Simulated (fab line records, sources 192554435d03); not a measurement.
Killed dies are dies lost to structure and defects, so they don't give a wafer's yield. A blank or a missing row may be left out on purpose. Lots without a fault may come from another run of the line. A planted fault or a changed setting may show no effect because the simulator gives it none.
Chamber matching | flow n5_finfet | N5_BEOL_M3_ETCH_64 on rie_diel-02: 4 sister chambers
The step etches SOC in N2/H2, target depth 75 nm, overetch 15 nm, time 112.5 s. 24 wafers are shown with their chamber, then 12 later ones without.

WAFERS WITH THEIR CHAMBER
wafer  | chamber | showerhead_plenum_p_Torr (Torr) | throttle_valve_pct (%) | rf_vpp_V (V)
L075.1 | 2       | 2.65                            | 18.00                  | 528.3
L075.2 | 3       | 2.50                            | 17.80                  | 522.8
L075.6 | 0       | 2.40                            | 18.18                  | 519.8
L079.3 | 1       | 2.44                            | 17.60                  | 520.7
L079.4 | 2       | 2.64                            | 18.04                  | 525.6
L079.6 | 2       | 2.64                            | 18.02                  | 526.8
L081.1 | 2       | 2.64                            | 18.04                  | 525.3
L081.3 | 3       | 2.49                            | 17.85                  | 523.3
L081.5 | 3       | 2.49                            | 17.85                  | 522.8
L083.2 | 0       | 2.39                            | 18.20                  | 519.6
L083.3 | 3       | 2.49                            | 17.84                  | 522.0
L083.5 | 2       | 2.64                            | 18.03                  | 526.0
L086.1 | 3       | 2.49                            | 17.85                  | 522.9
L086.4 | 2       | 2.64                            | 18.06                  | 525.6
L086.5 | 3       | 2.49                            | 17.84                  | 523.2
L088.3 | 2       | 2.64                            | 18.06                  | 526.8
L088.4 | 1       | 2.44                            | 17.61                  | 520.7
L088.6 | 2       | 2.64                            | 18.09                  | 525.1
L091.1 | 3       | 2.48                            | 17.88                  | 523.0
L091.3 | 1       | 2.43                            | 17.62                  | 520.1
L091.6 | 2       | 2.63                            | 18.06                  | 525.9
L093.1 | 1       | 2.43                            | 17.62                  | 521.2
L093.2 | 2       | 2.63                            | 18.06                  | 527.4
L093.5 | 3       | 2.48                            | 17.86                  | 523.1

SIGNATURES (means of the wafers above)
reading                  | chamber 0 | chamber 1 | chamber 2 | chamber 3 | scatter within a chamber
showerhead_plenum_p_Torr | 2.3950    | 2.4350    | 2.6390    | 2.4888    | 0.00603
throttle_valve_pct       | 18.1900   | 17.6125   | 18.0460   | 17.8463   | 0.0223
rf_vpp_V                 | 519.700   | 520.675   | 526.280   | 522.888   | 0.746
Rule: a wafer's distance from a chamber is the root of the sum, over the readings, of the square of ((its reading less the chamber's mean) divided by the reading's scatter). The wafer belongs to the nearest chamber; if the next one is less than 2 further off, it can't be placed. The scatter: the root of (the sum of the squares of (reading less its chamber's mean) over the shown wafers, divided by (wafers less chambers)).

WAFERS WITHOUT THEIR CHAMBER
wafer  | showerhead_plenum_p_Torr (Torr) | throttle_valve_pct (%) | rf_vpp_V (V)
L094.1 | 2.43                            | 17.64                  | 520.3
L094.2 | 2.63                            | 18.08                  | 525.8
L094.6 | 2.43                            | 17.66                  | 520.7
L095.1 | 2.70                            | 17.89                  | 527.9
L095.3 | 2.43                            | 17.65                  | 519.8
L095.5 | 2.70                            | 17.90                  | 528.3
L097.2 | 2.63                            | 18.11                  | 526.0
L097.4 | 2.43                            | 17.66                  | 520.3
L097.6 | 2.70                            | 17.88                  | 527.9
L096.1 | 2.70                            | 17.90                  | 528.3
L096.2 | 2.63                            | 18.11                  | 523.8
L096.3 | 2.43                            | 17.67                  | 522.6

WHICH CHAMBER EACH WENT THROUGH
wafer  | from the rows above | in truth
L094.1 | 1                   | 1
L094.2 | 2                   | 2
L094.6 | 1                   | 1
L095.1 | 2                   | 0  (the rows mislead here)
L095.3 | 1                   | 1
L095.5 | 2                   | 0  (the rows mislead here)
L097.2 | 2                   | 2
L097.4 | 1                   | 1
L097.6 | 2                   | 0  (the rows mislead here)
L096.1 | 2                   | 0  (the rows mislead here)
L096.2 | 2                   | 2
L096.3 | 1                   | 1
Placed correctly: 8 of 12. Can't be placed from these rows: 0. Placed wrongly: 4.
